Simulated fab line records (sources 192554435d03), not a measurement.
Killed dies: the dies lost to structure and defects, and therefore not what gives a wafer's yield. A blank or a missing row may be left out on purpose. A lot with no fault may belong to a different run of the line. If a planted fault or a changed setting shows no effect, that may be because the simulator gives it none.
fab line records	flow n5Finfet
record lots=4	wafers=12	lastDay=17
route steps=1938 shown SD_EPI_N@288 SD_EPI_P@295 BEOL_M4@1111 PASSIVATION@1936
lots with no fault: from the same line, run without faults
startH: hours from the record's first day to the start of the lot's first wafer shown	waitH: hours from the lot's prior step to this one	" repeats the value in the row above	L1.1+2: several wafers, shown together as one row	- no value, or no start given	* or withheld: withheld	< > ~ a bound
route shown NAME@n: a module of which the file shows steps, and the number in the route of the first	usual: average and standard deviation across the fault-free wafers	same: alike in all rows	chamber/n: place in a boat	sites: readings site by site	_std_site: the standard deviation of these	_edge_site: inner sites' mean taken away from outer sites' mean	radiusMm: how far each site lies from the wafer's centre	mask NAME#n: copy n	behind: tool/chamber where the wafer was last shaped	hold: why the lot went on hold/how many hours it stayed there/how the hold came to an end	device: whichever transistor did not switch (one of n, p or np)	end of line: the same wafers' tests at the end of the route	a step with no rows: only its recipe	killed: dies lost to structure and defects at the first sort, not the wafer's yield	map: shows each die of a wafer: x if killed, . if not, _ if none is there
set.NAME: the setting the step ran with; set.NAME@STEP: the setting that earlier step ran with	model.NAME: the simulator's own value behind a step, which no gauge read
lots at some steps of the route; a table a step, a row a wafer
services: a tool's chamber out of use, with start hour (startH, from the record's first day; less than 0 if before it), hours out, and reason
## steps
# step N5_SD_EPI_N_EPI_21
# recipe material=Si:P	dopant=P	tempC=680	pressureTorr=255	timeS=690
# step N5_SD_EPI_N_PRECLEAN_24
# recipe chemistry=O3/DIW	timeS=60	tempC=22	o3Ppm=10
# step N5_SD_EPI_N_SRD_25
# recipe timeS=30	tempC=23	rinseLiquid=diw	dry=ipaMarangoni
# step N5_SD_EPI_N_PRECLEAN_49
# recipe chemistry=NF3:NH3	afsCycles=1	tempC=30	timeS=20	sublimationTempC=180	sublimationTimeS=60	pressureTorr=3	rfPowerW=30
# step N5_SD_EPI_N_LINER_46
# recipe material=SiNx	targetThkA=30	tempC=400	aldPrecursorFamily=SiH2I2	aldCoReactant=N2/H2-plasma	pressureTorr=2
# step N5_SD_EPI_P_COAT_34
# recipe resist=SOC	tempC=250	timeS=60	spinRpm=1500	resistThkNm=350
# step N5_SD_EPI_P_COAT_35
# recipe resist=SiARC	tempC=220	timeS=60	spinRpm=1500	resistThkNm=35
# step N5_SD_EPI_P_COAT_03
# recipe resist=CAR-ArF-block	spinRpm=1500	resistThkNm=150
# step N5_SD_EPI_P_EBR_05
# recipe solvent=PGMEA	ebrWidthMm=1.5
# step N5_SD_EPI_P_SOFTBAKE_04
# recipe tempC=110	timeS=60	resist=CAR-ArF-block
# step N5_SD_EPI_P_EXPOSE_06
# recipe maskId=SD_P_BLK	na=1.35	sourceShape=conventional	sigmaOuter=0.8	polarization=unpolarized	targetCdNm=240	doseMj=39.5
# usual exposureDoseMJCm2=39.45/0.05	focusOffsetNm=0.0/0.48
# same na=1.35
lot.wafer	tool	chamber	startH	waitH	mask	exposureDoseMJCm2	focusOffsetNm
L616.1	arfiScanner-03	0	79.34	-	SD_P_BLK#0	39.46	0.1
L616.2	"	0	"	"	SD_P_BLK#0	39.46	-0.4
L616.5	"	0	"	"	SD_P_BLK#0	39.52	0.0
L627.1	arfiScanner-03	0	143.47	-	SD_P_BLK#0	41.17	-0.9
L627.3	"	0	"	"	SD_P_BLK#0	41.22	0.4
L627.4	"	0	"	"	SD_P_BLK#0	41.14	-0.2
L628.2	arfiScanner-03	0	150.89	-	SD_P_BLK#0	40.86	0.4
L628.5	"	0	"	"	SD_P_BLK#0	40.84	-0.8
L628.6	"	0	"	"	SD_P_BLK#0	40.82	-0.6
L633.1	arfiScanner-01	0	179.07	-	SD_P_BLK#0	39.46	0.6
L633.2	"	0	"	"	SD_P_BLK#0	39.51	-0.7
L633.4	"	0	"	"	SD_P_BLK#0	39.50	-0.1
# step N5_SD_EPI_P_PEB_07
# recipe pebTempC=110	pebTimeS=60	resist=CAR-ArF-block
# step N5_SD_EPI_P_DEVELOP_08
# recipe developTimeS=30	developer=TMAH	resist=CAR-ArF-block	devTempC=23	rinseLiquid=diw	dry=airSpin
# step N5_SD_EPI_P_CD_MEAS_09
# recipe targetCdNm=240	landingEnergyEv=500	detector=seInlens
# usual cdNm=240.0/0.72
lot.wafer	tool	chamber	startH	waitH	cdNm
L616.1	cdSem-01	0	79.47	-	239.2
L616.2	"	0	"	"	240.5
L616.5	"	0	"	"	240.0
L627.1	cdSem-03	0	143.60	-	243.8
L627.3	"	0	"	"	242.9
L627.4	"	0	"	"	242.8
L628.2	cdSem-03	0	151.01	-	241.5
L628.5	"	0	"	"	242.3
L628.6	"	0	"	"	242.0
L633.1	cdSem-01	0	179.19	-	240.6
L633.2	"	0	"	"	240.5
L633.4	"	0	"	"	239.9
# step N5_SD_EPI_P_DESCUM_14
# recipe chemistry=O2	timeS=7.9	sourcePowerW=50	biasPowerW=20	pressureMtorr=20	rfFrequencyHz=2.712e+07	tempC=40	resist=CAR-ArF-block	o2FlowSccm=225
# usual drypumpMotorCurrentA=5.7/0.49	oesProductAu=0.80/0.086	rfVppV=243.1/1.7	showerheadPlenumPTorr=2.08/0.09	throttleValvePct=20.53/0.19
lot.wafer	tool	chamber	startH	waitH	drypumpMotorCurrentA	oesProductAu	rfHoursCounterH	rfVppV	showerheadPlenumPTorr	throttleValvePct	model.SD_EPI_P.cdNm
L616.1	rieDiel-04	1	79.56	0.0	5.2	0.73	193	243.6	2.06	20.38	239.6
L616.2	"	0	"	"	4.8	0.68	231	240.8	1.98	20.63	240.4
L616.5	"	2	"	"	6.2	0.93	-	245.3	2.21	20.48	240.2
L627.1	rieDiel-05	1	143.68	0.0	6.3	0.71	187	243.0	2.09	20.75	243.8
L627.3	"	2	"	"	5.5	0.82	78	242.1	2.03	20.49	242.8
L627.4	"	0	"	"	5.5	0.71	215	240.7	1.97	20.47	242.8
L628.2	rieDiel-04	3	151.09	0.0	6.2	0.81	110	241.9	2.04	20.83	241.4
L628.5	"	1	"	"	5.2	0.71	-	242.4	2.05	20.41	242
L628.6	"	3	"	"	6.2	0.80	-	242.2	2.04	20.82	242.2
L633.1	rieDiel-05	1	179.46	0.2	6.3	0.71	197	242.9	2.08	20.77	240.6
L633.2	"	3	"	"	5.9	0.87	44	245.4	2.22	20.27	240.4
L633.4	"	0	"	"	5.4	0.71	225	241.3	1.97	20.47	239.8
# step N5_SD_EPI_P_ETCH_36
# recipe chemistry=CF4	target=SiARC	targetDepthA=455	maskMaterial=CAR-ArF-block	timeS=75.8	ionEnergyEv=80	pressureMtorr=40	sourceW=545	biasW=36	Ar_flow_sccm=100	cf4FlowSccm=100	ends=cleared
# step N5_SD_EPI_P_ETCH_37
# recipe chemistry=N2/H2	target=SOC	overetchA=1080	maskMaterial=SiARC	tempC=40	ionEnergyEv=100	sourceW=3000	biasW=133	pressureMtorr=20	timeS=486	n2FlowSccm=200	h2FlowSccm=200	ends=endPoint
# step N5_SD_EPI_P_STRIP_38
# recipe chemistry=N2/H2	tempC=40	n2FlowSccm=200	h2FlowSccm=200	rfFrequencyHz=6e+07
# step N5_SD_EPI_P_ETCHBACK_46
# recipe chemistry=CH3F/O2	mode=anisotropicEtchback	target=SiNx	targetDepthA=175	stopOn=SiO2	overEtchFrac=0.3	ionEnergyEv=120	pressureMtorr=30	sourceW=395	biasW=73	Ar_flow_sccm=150	CH3F_flow_sccm=30	O2_flow_sccm=20
# step N5_SD_EPI_P_ETCH_47
# recipe chemistry=CH3F/O2	target=SiOCN	targetDepthA=250	maskMaterial=SOC	ionEnergyEv=60	biasW=29	pressureMtorr=30	sourceW=410	Ar_flow_sccm=150	CH3F_flow_sccm=30	O2_flow_sccm=20
# step N5_SD_EPI_P_ETCH_16
# recipe chemistry=CHF3/O2	target=SiO2	targetDepthA=50	maskMaterial=SOC	pressureMtorr=30	sourceW=650	biasW=170	Ar_flow_sccm=200	CHF3_flow_sccm=50	O2_flow_sccm=5	ionEnergyEv=200
# step N5_SD_EPI_P_STRIP_50
# recipe chemistry=CHF3/O2	resist=SiARC	rfFrequencyHz=6e+07
# step N5_SD_EPI_P_SD_RECESS_17
# recipe chemistry=HBr/Cl2/O2	targetDepthA=391	btTimeS=3	pressureMtorr=10	icpW=800	biasW=112	HBr_flow_sccm=150	Cl2_flow_sccm=80	O2_flow_sccm=12
# usual drypumpMotorCurrentA=5.7/0.42	oesProductAu=0.996/0.011	throttleValvePct=37.23/0.29
lot.wafer	tool	chamber	startH	waitH	drypumpMotorCurrentA	oesProductAu	rfHoursCounterH	throttleValvePct	model.SD_EPI_P.cdNm
L616.1	rieSi-02	0	80.24	0.0	5.4	0.988	57	37.48	239.4
L616.2	"	1	"	"	5.8	0.994	94	37.56	240.2
L616.5	"	0	"	"	5.4	1.004	-	37.48	240
L627.1	rieSi-02	2	144.37	0.0	5.3	1.006	117	37.47	242.6
L627.3	"	1	"	"	5.8	0.991	95	37.55	243.8
L627.4	"	0	"	"	5.4	1.010	58	37.47	241.4
L628.2	rieSi-02	0	151.78	0.0	5.4	0.995	58	37.47	241.8
L628.5	"	2	"	"	5.2	1.000	-	37.48	242
L628.6	"	3	"	"	6.1	0.986	-	37.53	242.4
L633.1	rieSi-05	0	180.16	0.0	6.4	0.984	78	36.88	239.8
L633.2	"	2	"	"	5.6	0.995	185	37.18	240.6
L633.4	"	1	"	"	6.4	0.971	133	37.27	239.6
# step N5_SD_EPI_P_WET_ETCH_45
# recipe chemistry=dHF	dilution=withheld	timeS=10.7	target=SiO2	targetDepthA=20	tempC=25	dry=ipaMarangoni	rinseTimeS=30	rinseTempC=23
# step N5_BEOL_M4_RC_MEAS_101
# usual DIBL_N=36.4/1.6	DIBL_P=36.2/1.8	IOFF_N=0.159/0.029	IOFF_P=0.21/0.034	ION_N=670/12	ION_P=459/8.2	SS_N=71.5/0.59	SS_P=73.2/0.54	VT_N=250/3.3	VT_P=-250/3.7
lot.wafer	tool	chamber	startH	waitH	DIBL_N[mV/V]	DIBL_P[mV/V]	IOFF_N[nA/um]	IOFF_P[nA/um]	ION_N[uA/um]	ION_P[uA/um]	SS_N[mV/dec]	SS_P[mV/dec]	VT_N[mV]	VT_P[mV]
L616.1	prober-01	0	211.55	0.0	35.2	35.6	0.152	0.20	670	458	71.6	73.0	249	-250
L616.2	"	0	"	"	34.2	35.2	0.128	0.18	647	450	71.3	73.3	253	-251
L616.5	"	0	"	"	36.0	37.8	0.166	0.25	667	462	71.7	74.2	244	-247
L627.1	prober-02	0	285.69	0.0	37.2	36.5	0.159	0.21	659	453	71.9	73.5	252	-253
L627.3	"	0	"	"	37.6	37.0	0.167	0.21	670	454	70.9	73.3	249	-250
L627.4	"	0	"	"	37.5	37.7	0.163	0.22	660	451	71.6	74.1	251	-249
L628.2	prober-01	0	288.18	0.2	34.9	34.8	0.139	0.19	677	461	71.3	73.2	251	-253
L628.5	"	0	"	"	36.2	37.2	0.160	0.23	679	470	70.8	74.1	247	-248
L628.6	"	0	"	"	35.3	35.4	0.146	0.19	666	459	70.5	73.4	250	-250
L633.1	prober-02	0	310.94	0.0	37.1	37.5	0.159	0.17	675	452	71.4	72.2	250	-256
L633.2	"	0	"	"	38.1	38.0	0.164	0.18	668	445	71.3	73.0	249	-256
L633.4	"	0	"	"	37.7	37.7	0.155	0.17	675	447	72.1	72.6	251	-258
# step N5_PASSIVATION_PROBE_49
# usual defectLimitedYield=91.1/1.5	killed_at_M0_to_M3=33/9.9	killed_at_M4_up=14/5.2	killedAtContacts=12/6.7	killedAtFrontEnd=43/13	killedAtOther=3.4/2.7	killedDies=105/17	killedOpen=69/13	killedShort=33/7.5	sort_bin_5_function=5.2/0.91	sort_bin_6_memory=3.3/0.71	sortNPass=1075/17	sortYieldPct=91.1/1.5
# same grossDies=1180	killedAtBackSide=0	sort_bin_4_leakage[%]=0	sort_bin_8_speed[%]=0
lot.wafer	tool	chamber	startH	waitH	defectLimitedYield[%]	killed_at_M0_to_M3	killed_at_M4_up	killedAtContacts	killedAtFrontEnd	killedAtOther	killedDies	killedOpen	killedShort	sort_bin_5_function[%]	sort_bin_6_memory[%]	sortNPass	sortYieldPct[%]
L616.1	prober-01	-	323.65	0.0	90.3	31	11	30	43	0	115	85	30	5.8	3.7	1065	90.3
L616.2	prober-01	-	323.70	0.1	90.8	34	17	24	28	5	108	75	33	6.0	3.0	1072	90.8
L616.5	prober-01	-	323.85	0.2	91.1	46	6	15	38	0	105	65	38	5.2	3.5	1075	91.1
L627.1	prober-01	-	384.00	0.8	93.0	26	9	6	31	11	83	57	25	4.6	2.5	1097	93.0
L627.3	prober-01	-	384.10	0.9	92.5	33	7	6	41	1	88	59	23	4.3	2.6	1092	92.5
L627.4	prober-01	-	384.15	0.9	93.1	17	16	5	42	2	82	58	23	4.0	2.3	1098	93.1
L628.2	prober-01	-	396.86	0.1	93.3	17	17	19	24	2	79	52	25	4.7	1.9	1101	93.3
L628.5	prober-01	-	397.01	0.2	89.2	47	15	16	44	6	128	88	38	6.6	4.0	1052	89.2
L628.6	prober-01	-	397.06	0.3	92.2	29	17	22	21	3	92	57	34	4.5	2.8	1088	92.2
L633.1	prober-02	-	417.53	0.0	92.4	37	10	12	25	6	90	58	29	4.3	2.6	1090	92.4
L633.2	prober-02	-	417.58	0.1	91.1	29	15	9	42	10	105	63	39	5.3	2.8	1075	91.1
L633.4	prober-02	-	417.68	0.2	92.7	28	18	6	26	8	86	57	28	4.0	2.8	1094	92.7
# killed by level:class
L616.1 MOL_CONTACT_COAG:geometricParticle:open=23 BEOL_M2:geometricParticle:open=16 STI_FIN_REVEAL:geometricParticle:open=9 BEOL_M4:geometricParticle:open=9 DUMMY_GATE:geometricParticle:open=7 BEOL_M0_SAQP:geometricParticle:short=7 MOL_CONTACT_COAG:geometricParticle:short=7 FIN_SAQP:geometricParticle:open=5
L616.2 MOL_CONTACT_COAG:geometricParticle:open=17 BEOL_M2:geometricParticle:open=13 BEOL_M4:geometricParticle:open=11 MOL_CONTACT_COAG:geometricParticle:short=7 BEOL_M3:geometricParticle:open=6 STI_FIN_REVEAL:geometricParticle:open=5 BEOL_M0_SAQP:geometricParticle:open=5 ILD0:geometricParticle:short=4
L616.5 MOL_CONTACT_COAG:geometricParticle:open=11 BEOL_M0_SAQP:geometricParticle:short=11 DUMMY_GATE:geometricParticle:open=10 BEOL_M2:geometricParticle:open=10 BEOL_M0_SAQP:geometricParticle:open=10 FIN_SAQP:geometricParticle:short=9 FIN_SAQP:geometricParticle:open=5 BEOL_M1:geometricParticle:open=5
L627.1 BEOL_M2:geometricParticle:open=7 BEOL_M3:geometricParticle:open=7 GATE_CUT:geometricParticle:short=6 MOL_CONTACT_COAG:geometricParticle:open=6 BEOL_M1:geometricParticle:open=6 FIN_SAQP:geometricParticle:open=5 PAD_METAL:geometricParticle:short=5 STI_FIN_REVEAL:geometricParticle:open=4
L627.3 STI_FIN_REVEAL:geometricParticle:open=7 BEOL_M1:geometricParticle:open=7 BEOL_M2:geometricParticle:open=6 FIN_SAQP:geometricParticle:open=5 FIN_SAQP:geometricParticle:short=5 GATE_CUT:geometricParticle:open=5 MOL_CONTACT_COAG:geometricParticle:open=5 BEOL_M0_SAQP:geometricParticle:open=5
L627.4 STI_FIN_REVEAL:geometricParticle:open=7 FIN_SAQP:geometricParticle:open=6 FIN_SAQP:geometricParticle:short=5 GATE_CUT:geometricParticle:short=5 BEOL_M2:geometricParticle:open=5 BEOL_M4:geometricParticle:open=5 BEOL_M0:geometricParticle:open=4 STARTING-WAFER:geometricParticle:open=4
L628.2 MOL_CONTACT_COAG:geometricParticle:open=14 STI_FIN_REVEAL:geometricParticle:open=9 BEOL_M4:geometricParticle:open=8 BEOL_M0_SAQP:geometricParticle:open=6 MOL_CONTACT_COAG:geometricParticle:short=5 FIN_SAQP:geometricParticle:short=3 FIN_SAQP:geometricParticle:open=3 BEOL_M0:geometricParticle:short=3
L628.5 FIN_SAQP:geometricParticle:open=17 MOL_CONTACT_COAG:geometricParticle:open=12 BEOL_M0_SAQP:geometricParticle:short=10 BEOL_M0_SAQP:geometricParticle:open=10 BEOL_M3:geometricParticle:open=9 FIN_SAQP:geometricParticle:short=8 BEOL_M1:geometricParticle:open=8 STI_FIN_REVEAL:geometricParticle:open=7
L628.6 MOL_CONTACT_COAG:geometricParticle:open=20 BEOL_M0_SAQP:geometricParticle:open=10 BEOL_M0_SAQP:geometricParticle:short=9 FIN_SAQP:geometricParticle:short=8 BEOL_M4:geometricParticle:open=7 BEOL_M1:geometricParticle:short=3 BEOL_M1:geometricParticle:open=3 BEOL_M8:geometricParticle:open=3
L633.1 MOL_CONTACT_COAG:geometricParticle:open=10 BEOL_M1:geometricParticle:open=9 BEOL_M2:geometricParticle:open=8 BEOL_M0_SAQP:geometricParticle:short=6 FIN_SAQP:geometricParticle:open=4 BEOL_M0_SAQP:geometricParticle:open=4 STI_FIN_REVEAL:geometricParticle:open=3 DUMMY_GATE:geometricParticle:open=3
L633.2 DUMMY_GATE:geometricParticle:open=8 FIN_SAQP:geometricParticle:open=7 MOL_CONTACT_COAG:geometricParticle:open=7 BEOL_M0_SAQP:geometricParticle:short=7 BEOL_M0_SAQP:geometricParticle:open=6 STARTING-WAFER:geometricParticle:short=6 STI_FIN_REVEAL:geometricParticle:open=5 FIN_SAQP:geometricParticle:short=4
L633.4 STI_FIN_REVEAL:geometricParticle:open=8 BEOL_M4:geometricParticle:open=7 BEOL_M2:geometricParticle:open=6 BEOL_M0_SAQP:geometricParticle:open=5 BEOL_M0_SAQP:geometricParticle:short=4 BEOL_M1:geometricParticle:open=4 BEOL_M3:geometricParticle:open=4 STI_FIN_REVEAL:geometricParticle:short=3
## services
tool	chamber	startH	hours	kind
arfiScanner-03	-	55.73	1.0	pm
arfiScanner-01	0	66.21	-	calibration
rieDiel-04	1	80.68	3.3	repair
rieSi-05	3	85.47	14.4	repair
arfiScanner-03	-	90.15	1.3	pm
arfiScanner-01	-	91.24	1.3	pm
arfiScanner-01	-	92.54	3.9	pm
arfiScanner-01	-	109.28	4.9	pm
rieSi-02	3	117.12	13.7	repair
arfiScanner-01	-	118.71	0.9	repair
arfiScanner-01	-	121.28	1.0	pm
arfiScanner-03	0	136.07	-	calibration
rieDiel-04	3	138.80	6.5	repair
rieSi-05	2	142.14	3.9	repair
arfiScanner-03	-	144.40	1.0	pm
rieDiel-04	0	145.27	-	clean
rieDiel-04	0	145.27	-	consumableReplace:focusRing
rieDiel-04	0	145.27	-	consumableReplace:showerhead
rieDiel-04	0	145.27	22.0	scheduledDown
rieDiel-04	0	145.27	22.0	ventCycle
arfiScanner-01	-	163.96	2.3	repair
arfiScanner-01	-	167.97	0.8	pm
rieSi-02	2	174.01	5.7	repair
## key
firstSign step=N5_SD_EPI_P_EXPOSE_06	reading=exposureDoseMJCm2	direction=up	sigmas=31	usual=39.45	struck=41.01
effect step=N5_SD_EPI_P_CD_MEAS_09	reading=cdNm	direction=up	sigmas=3.5	usual=240.0	struck=242.5	through=controlLoop
modelEffect step=N5_SD_EPI_P_DESCUM_14	value=SD_EPI_P.cdNm	without=239.9	struck=242.5
modelEffect step=N5_SD_EPI_P_SD_RECESS_17	value=SD_EPI_P.cdNm	without=239.8	struck=242.3
metAt N5_SD_EPI_P_EXPOSE_06
struckWafers L627.1,L627.3,L627.4,L628.2,L628.5,L628.6
loopTrim step=N5_SD_EPI_P_EXPOSE_06	setting=dose	lots=L628
onsetBetween 79.34 143.47
fault kind=processParameterDrift	tool=arfiScanner-03	chamber=-	onsetH=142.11	steps=N5_SD_EPI_P_EXPOSE_06	channel=doseMj	offset=1.711	shape=step	actsIn=theseRecipesOnly	stated=39.5
# loopTrim: a control loop set the setting to another value than it would have without faults
